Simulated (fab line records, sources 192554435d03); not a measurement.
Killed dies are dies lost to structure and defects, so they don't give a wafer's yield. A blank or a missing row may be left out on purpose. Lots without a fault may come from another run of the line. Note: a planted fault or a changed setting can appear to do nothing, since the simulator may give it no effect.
A lot that was struck, set against a sound lot ; flow n5-finfet ; 15 steps out of a route of 1938
Sound: these wafers, L711.1, L711.2, L711.6. Wafers struck: L727.1, L727.5, L727.6. Last of all comes the cause.
Order at every step that has rows: each side's tool, ch and its chambers, its first start. Under that, the readings that differ: sound wafers ; struck wafers ; difference of the means ; sigmas: that difference in standard deviations of wafers without a fault.
alike: readings whose means differ by less than 2 such deviations, and words and numbers that are the same on both sides. not compared: withheld readings, readings that some wafer has no value for, bounds like >300 that may hide the same value, and numbers for which the record gives no deviation and whose values overlap.
A row with sigmas, a row that says differs or no value, or rows on one side alone: a step with any of these is where the two part. Numbers that don't overlap but have no deviation are shown without sigmas and don't part them. Lack of a reading on every wafer of one side parts them only where that side has two or more wafers.

N5_BEOL_M5_CD_MEAS_28: target cd 30.6 nm, target cd y 20 nm.
  sound on cd-sem-03 ch 0, day 8 16:47; struck on cd-sem-03 ch 0, day 12 14:12
  alike: cd-nm
N5_BEOL_M5_OVL_MEAS_29:
  sound on overlay-02 ch 0, day 8 16:49; struck on overlay-01 ch 0, day 12 14:14
  alike: V4_OVL
N5_BEOL_M5_INSPECT_30: inspects for defects (brightfield).
  sound on defect-inspect-02 at day 8 16:53; struck on defect-inspect-01 at day 12 14:17
  alike: raw-defect-count
then, 1 step without rows for these wafers: N5_BEOL_M5_DESCUM_33 (chemistry O2, time 7 s).
N5_BEOL_M5_ETCH_75: etches underlayer in N2/H2, target depth 6.5 nm, time 5.2 s.
  sound on rie-diel-01 ch 0,2, day 8 16:57; struck on rie-diel-05 ch 0,1,2, day 12 14:22
reading;sound;struck;difference;sigmas
rf-vpp-V (V);519.7 520.1 519.9;527.1 523.1 531.5;+7.3;+2
showerhead-plenum-p-Torr (Torr);2.41 2.48 2.41;2.72 2.52 2.70;+0.21;+2
  alike: bias-w, drypump-motor-current-A, etch-rf-on-time-s, oes-product-au, throttle-valve-pct
  not compared: rf-hours-counter-h
N5_BEOL_M5_ETCH_67: etches SiARC in CF4, target depth 15.6 nm, time 26 s.
  sound on rie-diel-01 ch 0,2, day 8 16:58; struck on rie-diel-05 ch 0,1,2, day 12 14:23
reading;sound;struck;difference;sigmas
rf-vpp-V (V);181.7 181.8 182.0;184.8 184.2 185.9;+3.1;+2
showerhead-plenum-p-Torr (Torr);2.04 2.09 2.04;2.27 2.13 2.28;+0.17;+2
  alike: bias-w, drypump-motor-current-A, etch-rf-on-time-s, oes-product-au, throttle-valve-pct
  not compared: rf-hours-counter-h
then, 3 steps without rows for these wafers: N5_BEOL_M5_ETCH_68 (etches SOC in N2/H2, target depth 80 nm, overetch 16 nm, time 120 s); N5_BEOL_M5_STRIP_69 (strips in N2/H2); N5_BEOL_M5_STRIP_76 (strips in N2/H2).
N5_BEOL_M5_VIA_ETCH_34: etches SiCOH lowk in C4F6/O2, target depth 88.3 nm, time 39.2 s.
  sound on rie-diel-01 ch 0,2, day 8 17:06; struck on rie-diel-05 ch 0,1,2, day 12 14:31
  alike: bias-w, drypump-motor-current-A, oes-product-au, rf-vpp-V, showerhead-plenum-p-Torr, throttle-valve-pct
  not compared: rf-hours-counter-h
then, 1 step without rows for these wafers: N5_BEOL_M5_STRIP_85 (strips in C4F6/O2).
N5_BEOL_M5_STRIP_36: strips in N2/H2.
  sound on rie-diel-01 ch 0,2, day 8 17:08; struck on rie-diel-05 ch 0,1,2, day 12 14:33
reading;sound;struck;difference;sigmas
showerhead-plenum-p-Torr (Torr);2.40 2.48 2.40;2.71 2.51 2.70;+0.21;+2
  alike: drypump-motor-current-A, oes-product-au, rf-vpp-V, throttle-valve-pct
  not compared: rf-hours-counter-h
N5_BEOL_M5_TRENCH_ETCH_37: etches SiCOH lowk in C4F6/O2, target depth 71.652 nm, time 24.7 s.
  sound on rie-diel-01 ch 0,2, day 8 17:11; struck on rie-diel-05 ch 0,1,2, day 12 14:35
reading;sound;struck;difference;sigmas
bias-w (W);185.0 184.5 185.0;194.9 195.3 196.2;+10.6;+20
rf-vpp-V (V);666 672 665;692 687 721;+32;+3
  alike: drypump-motor-current-A, oes-product-au, showerhead-plenum-p-Torr, throttle-valve-pct
  not compared: rf-hours-counter-h
N5_BEOL_M5_ETCH_41: etches SiCN in CH3F/O2, target depth 31.5 nm, time 56.7 s.
  sound on rie-diel-01 ch 0,2; struck on rie-diel-05 ch 0,1,2
reading;sound;struck;difference;sigmas
rf-vpp-V (V);294.0 295.8 294.8;300.8 298.6 300.8;+5.2;+3
showerhead-plenum-p-Torr (Torr);1.90 1.96 1.90;2.12 1.99 2.14;+0.16;+2
  alike: CH3F_flow_sccm, bias-w, drypump-motor-current-A, oes-product-au, throttle-valve-pct
  not compared: rf-hours-counter-h
N5_PASSIVATION_PROBE_49:
  sound wafers here have rows in the record (prober-02, day 13 03:46); struck ones have none

== WHERE THEY PART ==
First at N5_BEOL_M5_ETCH_75; last, within this record, at N5_PASSIVATION_PROBE_49.

WHY: the cause the simulator had injected
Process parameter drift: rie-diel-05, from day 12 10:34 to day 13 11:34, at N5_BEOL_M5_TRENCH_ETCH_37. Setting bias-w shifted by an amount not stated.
